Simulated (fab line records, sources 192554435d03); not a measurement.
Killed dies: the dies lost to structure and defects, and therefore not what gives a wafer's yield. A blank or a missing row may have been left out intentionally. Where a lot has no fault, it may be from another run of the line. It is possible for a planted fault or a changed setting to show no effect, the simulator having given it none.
Split-lot study | flow n5 finfet | 39 wafers read across 7 lots, on a route 1938 steps long

== SPLIT DETAILS ==
At N5_BEOL_M4_DESCUM_33 (chemistry O2, time 7 s), the setting time s was moved away from the recipe's 7 s on 18 of the 39 wafers read, by -54.6% to +41.6%. The other wafers ran this setting at the recipe's value.

== FROM THE SPLIT TO THE READING: what the file shows between them, 3 steps ==
- N5_BEOL_M4_ETCH_77: etches underlayer in N2/H2, target depth 6.5 nm, time 5.2 s
- N5_BEOL_M4_ETCH_69: etches SiARC in CF4, target depth 15.6 nm, time 26 s
- N5_BEOL_M4_ALD_98: deposits SiO2, target thk 2.5 nm, pulse time 1 s, co reactant pulse time 1 s

== THE READING ==
CAR-EUV_of_BEOL_M4_COAT_22.thk nm (the simulator's own value, which no gauge read), in nm, at N5_BEOL_M4_ETCHBACK_99 (etches SiO2 in CHF3, target depth 5 nm, time 10.4 s). There is no usual value for it anywhere in the file. Here, 21 wafers ran the recipe; their average is 10.4 nm with a standard deviation of 0.079 nm.

wafer  | tool, chamber at the split | time s as run, s | against the recipe | CAR-EUV_of_BEOL_M4_COAT_22.thk nm, nm | against lot-mates on the recipe
L076.1 | rie diel-06, 0             | 4.538            | -35.2%             | 11.6                                  | +1.2
L076.3 | rie diel-06, 3             | 4.538            | -35.2%             | 11.6                                  | +1.2
L076.2 | rie diel-06, 1             | 7                | recipe             | 10.4                                  | -
L076.4 | rie diel-06, 0             | 7                | recipe             | 10.4                                  | -
L076.6 | rie diel-06, 1             | 7                | recipe             | 10.4                                  | -
L076.5 | rie diel-06, 3             | 4.538            | -35.2%             | 11.8                                  | +1.4
L079.1 | rie diel-06, 3,0,0         | 7                | recipe             | 10.4                                  | -
L079.4 | rie diel-06, 3,0,0         | 7                | recipe             | 10.4                                  | -
L079.6 | rie diel-06, 3,0,0         | 7                | recipe             | 10.4                                  | -
L079.2 | rie diel-06, 1             | 5.39             | -23.0%             | 11                                    | +0.6
L079.3 | rie diel-06, 2             | 5.39             | -23.0%             | 11.2                                  | +0.8
L079.5 | rie diel-06, 1             | 5.39             | -23.0%             | 11.2                                  | +0.8
L080.3 | rie diel-03, 0,2,2         | 7                | recipe             | 10.4                                  | -
L080.4 | rie diel-03, 0,2,2         | 7                | recipe             | 10.4                                  | -
L080.6 | rie diel-03, 0,2,2         | 7                | recipe             | 10.4                                  | -
L082.1 | rie diel-01, 3,0           | 9.914            | +41.6%             | 9                                     | -1.4
L082.2 | rie diel-01, 3,0           | 9.914            | +41.6%             | 8.8                                   | -1.6
L082.3 | rie diel-01, 2             | 9.914            | +41.6%             | 9.2                                   | -1.2
L082.4 | rie diel-01, 1,2,1         | 7                | recipe             | 10.4                                  | -
L082.5 | rie diel-01, 1,2,1         | 7                | recipe             | 10.4                                  | -
L082.6 | rie diel-01, 1,2,1         | 7                | recipe             | 10.4                                  | -
L086.1 | rie diel-06, 3,0,2         | 7                | recipe             | 10.2                                  | -
L086.2 | rie diel-06, 3,0,2         | 7                | recipe             | 10.2                                  | -
L086.4 | rie diel-06, 3,0,2         | 7                | recipe             | 10.2                                  | -
L086.3 | rie diel-06, 1,2,3         | 3.249            | -53.6%             | 12                                    | +1.8
L086.5 | rie diel-06, 1,2,3         | 3.249            | -53.6%             | 12                                    | +1.8
L086.6 | rie diel-06, 1,2,3         | 3.249            | -53.6%             | 12.2                                  | +2.0
L088.1 | rie diel-01, 0,2,1         | 7                | recipe             | 10.4                                  | -
L088.2 | rie diel-01, 0,2,1         | 7                | recipe             | 10.4                                  | -
L088.3 | rie diel-01, 3,1           | 3.18             | -54.6%             | 12.2                                  | +1.9
L088.5 | rie diel-01, 0             | 3.18             | -54.6%             | 12.2                                  | +1.9
L088.4 | rie diel-01, 0,2,1         | 7                | recipe             | 10.2                                  | -
L088.6 | rie diel-01, 3,1           | 3.18             | -54.6%             | 12.4                                  | +2.1
L093.1 | rie diel-01, 0,1,0         | 5.622            | -19.7%             | 10.8                                  | +0.4
L093.2 | rie diel-01, 0,1,0         | 5.622            | -19.7%             | 11                                    | +0.6
L093.5 | rie diel-01, 0,1,0         | 5.622            | -19.7%             | 11                                    | +0.6
L093.3 | rie diel-01, 2,3,3         | 7                | recipe             | 10.4                                  | -
L093.4 | rie diel-01, 2,3,3         | 7                | recipe             | 10.4                                  | -
L093.6 | rie diel-01, 2,3,3         | 7                | recipe             | 10.4                                  | -
The file does not say which wafer passed through which chamber wherever a row lists several chambers: such a row stands for several wafers.

THE FIT
A straight line over all 39 wafers: CAR-EUV_of_BEOL_M4_COAT_22.thk nm changes by -0.0335 nm for each +1% of time s; r = -0.99; the points scatter about the line by 0.11 nm.
The same after taking each lot's own level away (the mean of its wafers on the recipe; 39 wafers): -0.0345 nm for each +1%; r = -0.99; scatter 0.095 nm.
On that fit, the largest move of time s shifts the reading by 1.9 nm.
The lots' own levels span 10.20 to 10.40 nm, that is 2.5 times the standard deviation above.
The two slopes are in agreement: the lot-to-lot level therefore moves the slope only a little.
Check: with one of the wafers moved furthest among these (-54.6%) left out of the fit, the line predicts +1.88 nm for it against its lot-mates. It came out at +1.87 nm against them.

== ADDITIONAL SPLITS CARRIED BY THESE WAFERS ==
These wafers also went through other splits before the reading. Each is held against what the fit with the lots' levels taken away leaves over:
other split on the same wafers   | wafers away from the commonest value | r with CAR-EUV_of_BEOL_M4_COAT_22.thk nm (lot level and that fit taken away)
N5_FIN_SAQP_PECVD_48 time s      | 15                                   | +0.09
N5_SDB_ALD_29 ald cycles         | 15                                   | +0.13
N5_BEOL_M1_TRENCH_ETCH_37 time s | 12                                   | -0.31

== THE WHOLE CHAIN: every reading that the file lists as answering this split, in the file's order ==
step                   | what it does                                        | reading                                                                            | change (the file's fit)                | r (the file's)
N5_BEOL_M4_DESCUM_33   | chemistry O2, time 7 s                              | CAR-EUV_of_BEOL_M4_COAT_22.thk nm (the simulator's own value, which no gauge read) | -0.0343 nm for each +1% of the setting | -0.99
N5_BEOL_M4_ETCHBACK_99 | etches SiO2 in CHF3, target depth 5 nm, time 10.4 s | CAR-EUV_of_BEOL_M4_COAT_22.thk nm (the simulator's own value, which no gauge read) | -0.0345 nm for each +1% of the setting | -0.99

== THE FILE'S OWN FIT ==
CAR-EUV_of_BEOL_M4_COAT_22.thk nm changes by -0.0345 nm for each +1% of time s, r = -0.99.
